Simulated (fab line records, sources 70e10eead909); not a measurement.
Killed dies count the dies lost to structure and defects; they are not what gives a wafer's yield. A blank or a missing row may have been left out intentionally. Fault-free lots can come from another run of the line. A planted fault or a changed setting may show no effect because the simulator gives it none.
The tool behind it: which one? | flow nandHarc | 69 wafers from 23 lots sampled at 6 of the route's 1302 steps

== WHAT THE GAUGES SHOWED, per wafer ==
The record holds no reading of a measuring or inspecting step that can be judged against a usual standard deviation.

== TOOL THAT RAN EACH LOT (tool first, then ch and the chambers of the sampled wafers, then the start) ==
lot  | NHARC_A_CONTACT_ETCH_102          | NHARC_A_CONTACT_ETCH_77                      | NHARC_A_CONTACT_ETCH_130           | NHARC_A_CONTACT_ETCH_97                      | NHARC_A_CONTACT_ETCH_106          | NHARC_A_CONTACT_DEP_85
L074 | rieDiel-03 ch 0,1,3, day 21 20:17 | rieDiel-03 ch 0,1,3, day 22 03:48 or earlier | harCapEtch-03 ch 0,1, day 22 03:48 | rieDiel-10 ch 0,2,3, day 22 05:38 or earlier | rieDiel-03 ch 0,1,3, day 22 05:38 | pecvd-03 ch 0,1, day 22 11:25
L077 | rieDiel-03 ch 1,2, day 22 17:25   | rieDiel-03 ch 0,1,3, day 23 01:47 or earlier | harCapEtch-03 ch 0,1, day 23 01:47 | rieDiel-03 ch 0,1, day 23 03:37 or earlier   | rieDiel-10 ch 1,2, day 23 03:37   | pecvd-02 ch 0,1, day 23 06:50
L076 | rieDiel-03 ch 0,2,3, day 22 19:02 | rieDiel-10 ch 0,1,3, day 23 02:32 or earlier | harCapEtch-01 ch 0,1, day 23 02:32 | rieDiel-03 ch 0,1,3, day 23 05:04 or earlier | rieDiel-01 ch 1,2,3, day 23 05:04 | pecvd-03 ch 0,1,2, day 23 07:31
L078 | rieDiel-03 ch 1,2,3, day 23 01:23 | rieDiel-03 ch 0,1, day 23 09:19 or earlier   | harCapEtch-03 ch 0,1, day 23 09:19 | rieDiel-03 ch 0,1,3, day 23 11:20 or earlier | rieDiel-03 ch 2,3, day 23 11:20   | pecvd-02 ch 0,1,2, day 23 13:56
L079 | rieDiel-03 ch 1,2, day 23 08:42   | rieDiel-03 ch 2,3, day 23 18:23 or earlier   | harCapEtch-03 ch 0,1, day 23 18:23 | rieDiel-03 ch 2,3, day 23 20:31 or earlier   | rieDiel-03 ch 2,3, day 23 20:31   | pecvd-04 ch 0,1,2, day 23 23:11
L080 | rieDiel-03 ch 0,1,2, day 24 03:58 | rieDiel-03 ch 0,1,2, day 24 11:34 or earlier | harCapEtch-03 ch 0,1, day 24 11:34 | rieDiel-03 ch 1,3, day 24 13:50 or earlier   | rieDiel-03 ch 1,2, day 24 13:50   | pecvd-03 ch 0,1, day 24 18:59
L081 | rieDiel-10 ch 0,1, day 24 04:06   | rieDiel-03 ch 0,3, day 24 12:58 or earlier   | harCapEtch-02 ch 0, day 24 12:58   | rieDiel-03 ch 1,2,3, day 24 14:46 or earlier | rieDiel-10 ch 1,2,3, day 24 14:46 | pecvd-03 ch 0,2, day 24 20:07
L082 | rieDiel-10 ch 0,1,2, day 24 20:48 | rieDiel-03 ch 1,2,3, day 25 05:17 or earlier | harCapEtch-01 ch 0,1, day 25 05:17 | rieDiel-03 ch 0,1,2, day 25 07:07 or earlier | rieDiel-03 ch 1,2,3, day 25 07:07 | pecvd-03 ch 0,1,2, day 25 10:11
L083 | rieDiel-10 ch 2,3, day 25 09:18   | rieDiel-03 ch 0,1, day 25 17:19 or earlier   | harCapEtch-01 ch 0,1, day 25 17:19 | rieDiel-03 ch 2,3, day 25 19:07 or earlier   | rieDiel-10 ch 2,3, day 25 19:07   | pecvd-04 ch 0,2, day 25 21:38
L084 | rieDiel-03 ch 0,1,3, day 26 02:53 | rieDiel-10 ch 1,3, day 26 10:23 or earlier   | harCapEtch-03 ch 0,1, day 26 10:23 | rieDiel-03 ch 0,1,3, day 26 12:13 or earlier | rieDiel-03 ch 1,3, day 26 12:13   | pecvd-02 ch 1,2, day 26 21:22
L085 | rieDiel-03 ch 0,2,3, day 26 08:16 | rieDiel-03 ch 0,3, day 26 15:36 or earlier   | harCapEtch-01 ch 0, day 26 15:36   | rieDiel-03 ch 2,3, day 26 17:28 or earlier   | rieDiel-10 ch 1,2, day 26 17:28   | pecvd-04 ch 0,1,2, day 26 23:04
L086 | rieDiel-01 ch 0,1,2, day 26 08:34 | rieDiel-10 ch 0,2,3, day 26 16:04 or earlier | harCapEtch-02 ch 0,1, day 26 16:04 | rieDiel-10 ch 0,2,3, day 26 18:03 or earlier | rieDiel-03 ch 0,1,2, day 26 18:03 | pecvd-02 ch 0,1,2, day 27 00:45
L087 | rieDiel-10 ch 1,2, day 26 23:05   | rieDiel-03 ch 0,1,2, day 27 08:10 or earlier | harCapEtch-01 ch 0,1, day 27 08:10 | rieDiel-03 ch 0,2,3, day 27 09:53 or earlier | rieDiel-10 ch 0,1, day 27 09:53   | pecvd-02 ch 0,1,2, day 27 12:24
L089 | rieDiel-01 ch 0,3, day 27 12:16   | rieDiel-10 ch 1,2,3, day 27 20:03 or earlier | harCapEtch-02 ch 0,1, day 27 20:03 | rieDiel-10 ch 1,2, day 27 21:50 or earlier   | rieDiel-10 ch 0,3, day 27 21:50   | pecvd-03 ch 0,1,2, day 28 06:22
L088 | rieDiel-03 ch 0,2,3, day 27 21:09 | rieDiel-01 ch 0,1,2, day 28 08:32 or earlier | harCapEtch-01 ch 0,1, day 28 08:32 | rieDiel-10 ch 1,3, day 28 10:21              | rieDiel-10 ch 0,1,3, day 28 10:52 | pecvd-04 ch 0,1, day 28 15:01
L091 | rieDiel-03 ch 0,1,3, day 28 09:28 | rieDiel-03 ch 1,2, day 28 16:43 or earlier   | harCapEtch-03 ch 0,1, day 28 16:43 | rieDiel-03 ch 2,3, day 28 18:33 or earlier   | rieDiel-03 ch 0,1,2, day 28 18:33 | pecvd-04 ch 0,1,2, day 28 20:59
L090 | rieDiel-03 ch 0,2, day 28 20:16   | rieDiel-03 ch 1,2,3, day 29 05:26 or earlier | harCapEtch-02 ch 0,1, day 29 05:26 | rieDiel-03 ch 0,1,3, day 29 07:16 or earlier | rieDiel-01 ch 0,2, day 29 07:16   | pecvd-04 ch 0,1,2, day 29 16:07
L092 | rieDiel-01 ch 0,1,3, day 29 06:24 | rieDiel-03 ch 0,2, day 29 20:36 or earlier   | harCapEtch-02 ch 0,1, day 29 20:36 | rieDiel-01 ch 1,2,3, day 29 22:26 or earlier | rieDiel-01 ch 0,1,3, day 29 22:26 | pecvd-04 ch 1,2, day 30 01:49
L095 | rieDiel-03 ch 1,2, day 29 20:03   | rieDiel-03 ch 0,2, day 30 04:50 or earlier   | harCapEtch-02 ch 0,1, day 30 04:50 | rieDiel-10 ch 0,1,2, day 30 06:40 or earlier | rieDiel-03 ch 1,2, day 30 06:40   | pecvd-03 ch 0,1,2, day 30 10:28
L094 | rieDiel-01 ch 0,2,3, day 30 02:44 | rieDiel-01 ch 1,3, day 30 10:14 or earlier   | harCapEtch-03 ch 0, day 30 10:14   | rieDiel-03 ch 2,3, day 30 12:05 or earlier   | rieDiel-03 ch 0,1,3, day 30 12:05 | pecvd-03 ch 1,2, day 30 14:40
L093 | rieDiel-10 ch 0,1,3, day 30 03:03 | rieDiel-10 ch 1,2, day 30 10:53 or earlier   | harCapEtch-02 ch 0,1, day 30 10:53 | rieDiel-10 ch 0,1,2, day 30 12:48 or earlier | rieDiel-03 ch 0,2,3, day 30 12:48 | pecvd-04 ch 0,1, day 30 15:28
L096 | rieDiel-03 ch 2,3, day 30 08:36   | rieDiel-03 ch 1,3, day 30 17:25 or earlier   | harCapEtch-03 ch 0,1, day 30 17:25 | rieDiel-03 ch 0,1,2, day 30 19:39 or earlier | rieDiel-01 ch 1,3, day 30 19:39   | pecvd-03 ch 0,2, day 30 22:52
L097 | rieDiel-01 ch 0,1,3, day 31 04:55 | rieDiel-01 ch 0,1, day 31 12:46 or earlier   | harCapEtch-03 ch 0,1, day 31 12:46 | rieDiel-03 ch 1,2,3, day 31 14:38 or earlier | rieDiel-03 ch 0,2,3, day 31 14:38 | pecvd-02 ch 0,1,2, day 31 21:24
- NHARC_A_CONTACT_ETCH_102: etches the open film in CF4/O2, target depth 100 nm, overetch 10 nm, time 55 s.
- NHARC_A_CONTACT_ETCH_77: etches the open film in CF4/CHF3, target depth 108.9 nm, time 54.5 s.
- NHARC_A_CONTACT_ETCH_130: etches the open film in C4F8/O2/Ar, time 197 s, target depth 1918 nm.
- NHARC_A_CONTACT_ETCH_97: etches the open film in C4F6/O2, target depth 20 nm, time 10 s.
- NHARC_A_CONTACT_ETCH_106: etches the open film in CF4/O2, target depth 90 nm, overetch 9 nm, time 49.5 s.
- NHARC_A_CONTACT_DEP_85: deposits SiON, target thk 60 nm.

== AS READ BY THE TOOLS THEMSELVES (means over the sampled wafers that have a number; for cases with no such wafer, the mark the record gives instead) ==
NHARC_A_CONTACT_ETCH_102. Usual: drypumpMotorCurrentA 5.9 A, standard deviation 0.34; oesProductAu 0.999 a.u., standard deviation 0.0073; rfVppV 197.9 V, standard deviation 1.5; showerheadPlenumPTorr 1.33 Torr, standard deviation 0.065; throttleValvePct 13.397 %, standard deviation 0.009.
lot  | tool       | drypumpMotorCurrentA (A) | oesProductAu (a.u.) | rfVppV (V) | showerheadPlenumPTorr (Torr) | throttleValvePct (%) | flag
L074 | rieDiel-03 | 6.1                      | 0.997               | 198.2      | 1.35                         | 13.397               | 
L077 | rieDiel-03 | 6.2                      | 0.995               | 198.4      | 1.36                         | 13.397               | 
L076 | rieDiel-03 | 6.0                      | 0.994               | 196.9      | 1.30                         | 13.409               | 
L078 | rieDiel-03 | 6.2                      | 0.993               | 197.9      | 1.35                         | 13.391               | 
L079 | rieDiel-03 | 6.1                      | 1.003               | 197.0      | 1.30                         | 13.397               | 
L080 | rieDiel-03 | 6.1                      | 0.993               | 196.6      | 1.30                         | 13.395               | 
L081 | rieDiel-10 | 5.9                      | 0.997               | 198.5      | 1.35                         | 13.405               | 
L082 | rieDiel-10 | 5.7                      | 1.006               | 198.4      | 1.36                         | 13.391               | 
L083 | rieDiel-10 | 5.8                      | 1.006               | 197.8      | 1.32                         | 13.400               | 
L084 | rieDiel-03 | 6.0                      | 0.996               | 198.4      | 1.35                         | 13.392               | 
L085 | rieDiel-03 | 6.0                      | 0.993               | 197.1      | 1.30                         | 13.393               | 
L086 | rieDiel-01 | 5.7                      | 0.996               | 198.9      | 1.36                         | 13.397               | 
L087 | rieDiel-10 | 6.0                      | 1.013               | 198.6      | 1.38                         | 13.400               | 
L089 | rieDiel-01 | 5.6                      | 0.997               | 197.1      | 1.34                         | 13.405               | 
L088 | rieDiel-03 | 6.0                      | 1.009               | 197.2      | 1.30                         | 13.387               | 
L091 | rieDiel-03 | 6.1                      | 0.997               | 198.4      | 1.35                         | 13.404               | 
L090 | rieDiel-03 | 5.8                      | 0.993               | 196.1      | 1.25                         | 13.388               | 
L092 | rieDiel-01 | 5.8                      | 1.006               | 199.1      | 1.36                         | 13.401               | 
L095 | rieDiel-03 | 6.2                      | 1.002               | 198.1      | 1.35                         | 13.400               | 
L094 | rieDiel-01 | 5.6                      | 0.990               | 197.7      | 1.34                         | 13.396               | 
L093 | rieDiel-10 | 5.7                      | 1.007               | 197.2      | 1.32                         | 13.392               | 
L096 | rieDiel-03 | 6.0                      | 1.004               | 196.3      | 1.29                         | 13.400               | 
L097 | rieDiel-01 | 5.8                      | 1.002               | 198.5      | 1.35                         | 13.403               | 

NHARC_A_CONTACT_ETCH_77. Usual: drypumpMotorCurrentA 5.9 A, standard deviation 0.35; oesProductAu 0.934 a.u., standard deviation 0.021; rfVppV 370.4 V, standard deviation 2.5; showerheadPlenumPTorr 1.57 Torr, standard deviation 0.077; throttleValvePct 16.803 %, standard deviation 0.0098.
lot  | tool       | drypumpMotorCurrentA (A) | oesProductAu (a.u.) | rfVppV (V) | showerheadPlenumPTorr (Torr) | throttleValvePct (%) | flag
L074 | rieDiel-03 | 6.1                      | 0.922               | 370.8      | 1.60                         | 16.808               | 
L077 | rieDiel-03 | 6.1                      | 0.916               | 371.8      | 1.60                         | 16.797               | 
L076 | rieDiel-10 | 5.8                      | 0.928               | 370.2      | 1.56                         | 16.805               | 
L078 | rieDiel-03 | 5.9                      | 0.924               | 369.7      | 1.54                         | 16.811               | 
L079 | rieDiel-03 | 6.0                      | 0.922               | 368.2      | 1.53                         | 16.805               | 
L080 | rieDiel-03 | 6.0                      | 0.920               | 369.8      | 1.54                         | 16.804               | 
L081 | rieDiel-03 | 6.1                      | 0.976               | 370.8      | 1.59                         | 16.807               | 
L082 | rieDiel-03 | 6.2                      | 0.911               | 371.9      | 1.59                         | 16.790               | 
L083 | rieDiel-03 | 6.1                      | 0.923               | 371.6      | 1.59                         | 16.796               | 
L084 | rieDiel-10 | 6.0                      | 0.975               | 369.8      | 1.54                         | 16.806               | 
L085 | rieDiel-03 | 5.9                      | 0.930               | 370.1      | 1.53                         | 16.800               | 
L086 | rieDiel-10 | 5.5                      | 0.973               | 370.8      | 1.57                         | 16.805               | 
L087 | rieDiel-03 | 6.0                      | 0.921               | 368.4      | 1.53                         | 16.792               | 
L089 | rieDiel-10 | 6.0                      | 0.947               | 371.1      | 1.58                         | 16.804               | 
L088 | rieDiel-01 | 5.7                      | 0.929               | 371.4      | 1.60                         | 16.804               | 
L091 | rieDiel-03 | 6.2                      | 0.930               | 370.9      | 1.59                         | 16.807               | 
L090 | rieDiel-03 | 6.2                      | 0.920               | 371.2      | 1.59                         | 16.799               | 
L092 | rieDiel-03 | 5.9                      | 0.974               | 367.5      | 1.47                         | 16.801               | 
L095 | rieDiel-03 | 5.9                      | 0.923               | 366.5      | 1.46                         | 16.798               | 
L094 | rieDiel-01 | 6.0                      | 0.926               | 371.6      | 1.60                         | 16.798               | 
L093 | rieDiel-10 | 6.0                      | 0.932               | 371.9      | 1.62                         | 16.810               | 
L096 | rieDiel-03 | 6.3                      | 0.926               | 372.9      | 1.64                         | 16.802               | 
L097 | rieDiel-01 | 5.7                      | 0.924               | 371.3      | 1.59                         | 16.803               | 

NHARC_A_CONTACT_ETCH_97. Usual: drypumpMotorCurrentA 6.0 A, standard deviation 0.35; oesProductAu 0.959 a.u., standard deviation 0.025; rfVppV 546 V, standard deviation 3.9; showerheadPlenumPTorr 3.90 Torr, standard deviation 0.19; throttleValvePct 26.904 %, standard deviation 0.009.
lot  | tool       | drypumpMotorCurrentA (A) | oesProductAu (a.u.) | rfVppV (V) | showerheadPlenumPTorr (Torr) | throttleValvePct (%) | flag
L074 | rieDiel-10 | 5.6                      | 1.003               | 548        | 3.95                         | 26.907               | 
L077 | rieDiel-03 | 5.9                      | 0.941               | 546        | 3.84                         | 26.903               | 
L076 | rieDiel-03 | 6.1                      | 0.954               | 548        | 3.98                         | 26.905               | 
L078 | rieDiel-03 | 6.1                      | 0.956               | 548        | 3.97                         | 26.907               | 
L079 | rieDiel-03 | 6.0                      | 0.938               | 547        | 3.97                         | 26.901               | 
L080 | rieDiel-03 | 6.3                      | 0.927               | 550        | 4.11                         | 26.909               | 
L081 | rieDiel-03 | 6.2                      | 0.940               | 548        | 3.96                         | 26.903               | 
L082 | rieDiel-03 | 6.0                      | 0.950               | 545        | 3.83                         | 26.903               | 
L083 | rieDiel-03 | 6.1                      | 0.937               | 548        | 3.96                         | 26.901               | 
L084 | rieDiel-03 | 6.1                      | 0.948               | 548        | 3.97                         | 26.906               | 
L085 | rieDiel-03 | 6.1                      | 0.940               | 545        | 3.81                         | 26.902               | 
L086 | rieDiel-10 | 5.6                      | 0.965               | 547        | 3.92                         | 26.906               | 
L087 | rieDiel-03 | 6.0                      | 0.941               | 545        | 3.82                         | 26.900               | 
L089 | rieDiel-10 | 6.2                      | 0.960               | 547        | 4.00                         | 26.903               | 
L088 | rieDiel-10 | 6.1                      | 0.967               | 545        | 3.83                         | 26.908               | 
L091 | rieDiel-03 | 6.1                      | 0.948               | 545        | 3.81                         | 26.908               | 
L090 | rieDiel-03 | 6.1                      | 0.951               | 548        | 3.96                         | 26.901               | 
L092 | rieDiel-01 | 5.8                      | 0.944               | 547        | 3.98                         | 26.915               | 
L095 | rieDiel-10 | 5.8                      | 1.014               | 548        | 3.98                         | 26.902               | 
L094 | rieDiel-03 | 6.0                      | 1.006               | 544        | 3.80                         | 26.901               | 
L093 | rieDiel-10 | 5.7                      | 0.970               | 548        | 3.98                         | 26.907               | 
L096 | rieDiel-03 | 6.0                      | 0.967               | 544        | 3.81                         | 26.899               | 
L097 | rieDiel-03 | 6.2                      | 1.011               | 547        | 3.95                         | 26.904               | 

NHARC_A_CONTACT_ETCH_106. Usual: drypumpMotorCurrentA 5.9 A, standard deviation 0.36; oesProductAu 1.002 a.u., standard deviation 0.0077; rfVppV 197.7 V, standard deviation 1.4; showerheadPlenumPTorr 1.33 Torr, standard deviation 0.064; throttleValvePct 13.397 %, standard deviation 0.0089.
lot  | tool       | drypumpMotorCurrentA (A) | oesProductAu (a.u.) | rfVppV (V) | showerheadPlenumPTorr (Torr) | throttleValvePct (%) | flag
L074 | rieDiel-03 | 6.1                      | 0.998               | 198.3      | 1.35                         | 13.397               | 
L077 | rieDiel-10 | 6.0                      | 1.000               | 198.6      | 1.39                         | 13.394               | 
L076 | rieDiel-01 | 5.8                      | 1.013               | 198.5      | 1.37                         | 13.402               | 
L078 | rieDiel-03 | 6.1                      | 1.005               | 198.3      | 1.35                         | 13.391               | 
L079 | rieDiel-03 | 6.0                      | 1.002               | 197.6      | 1.35                         | 13.397               | 
L080 | rieDiel-03 | 6.2                      | 0.999               | 198.7      | 1.35                         | 13.395               | 
L081 | rieDiel-10 | 6.0                      | 1.009               | 198.1      | 1.34                         | 13.389               | 
L082 | rieDiel-03 | 6.2                      | 0.992               | 197.7      | 1.35                         | 13.400               | 
L083 | rieDiel-10 | 5.9                      | 1.006               | 199.3      | 1.35                         | 13.396               | 
L084 | rieDiel-03 | 6.2                      | 1.002               | 199.2      | 1.40                         | 13.392               | 
L085 | rieDiel-10 | 6.2                      | 1.001               | 198.7      | 1.36                         | 13.397               | 
L086 | rieDiel-03 | 6.0                      | 0.998               | 196.9      | 1.30                         | 13.398               | 
L087 | rieDiel-10 | 5.9                      | 1.004               | 197.4      | 1.34                         | 13.403               | 
L089 | rieDiel-10 | 5.3                      | 1.006               | 197.7      | 1.31                         | 13.394               | 
L088 | rieDiel-10 | 5.7                      | 1.009               | 197.8      | 1.32                         | 13.399               | 
L091 | rieDiel-03 | 6.0                      | 0.999               | 197.2      | 1.30                         | 13.397               | 
L090 | rieDiel-01 | 5.5                      | 0.997               | 198.1      | 1.33                         | 13.405               | 
L092 | rieDiel-01 | 5.8                      | 1.008               | 198.5      | 1.36                         | 13.408               | 
L095 | rieDiel-03 | 6.1                      | 0.995               | 197.2      | 1.29                         | 13.396               | 
L094 | rieDiel-03 | 6.1                      | 1.009               | 197.6      | 1.35                         | 13.397               | 
L093 | rieDiel-03 | 6.0                      | 0.995               | 196.5      | 1.30                         | 13.399               | 
L096 | rieDiel-01 | 5.9                      | 1.002               | 197.6      | 1.36                         | 13.393               | 
L097 | rieDiel-03 | 6.0                      | 1.008               | 196.7      | 1.30                         | 13.399               | 

NHARC_A_CONTACT_DEP_85. Usual: heaterPowerW reads 753 W (standard deviation 110).
lot  | tool     | heaterPowerW (W) | flag
L074 | pecvd-03 | 780              | 
L077 | pecvd-02 | 935              | 
L076 | pecvd-03 | 763              | 
L078 | pecvd-02 | 881              | 
L079 | pecvd-04 | 716              | 
L080 | pecvd-03 | 701              | 
L081 | pecvd-03 | 744              | 
L082 | pecvd-03 | 763              | 
L083 | pecvd-04 | 681              | 
L084 | pecvd-02 | 790              | 
L085 | pecvd-04 | 706              | 
L086 | pecvd-02 | 781              | 
L087 | pecvd-02 | 835              | 
L089 | pecvd-03 | 713              | 
L088 | pecvd-04 | 770              | 
L091 | pecvd-04 | 692              | 
L090 | pecvd-04 | 715              | 
L092 | pecvd-04 | 626              | 
L095 | pecvd-03 | 674              | 
L094 | pecvd-03 | 735              | 
L093 | pecvd-04 | 814              | 
L096 | pecvd-03 | 722              | 
L097 | pecvd-02 | 849              | 

== THE ANSWER, worked out from the rows above alone ==
Rule: a lot is off if the mean of its wafers that have a number lies more than 3 standard deviations from the usual mean. Also off: a lot with no number at a reading for which 4 or more lots have one. All remaining lots with rows at the step are treated as sound. The gauges are gone through in route order, then the tools' own readings, and for those a lot's mean is taken as printed above. At the first step where some lot is off, the reading lying furthest off is the one used; lots without a number count as furthest.
No lot is off on any of the readings shown, so nothing can be concluded from this.

== WHAT THE SIMULATOR HAD INSERTED ==
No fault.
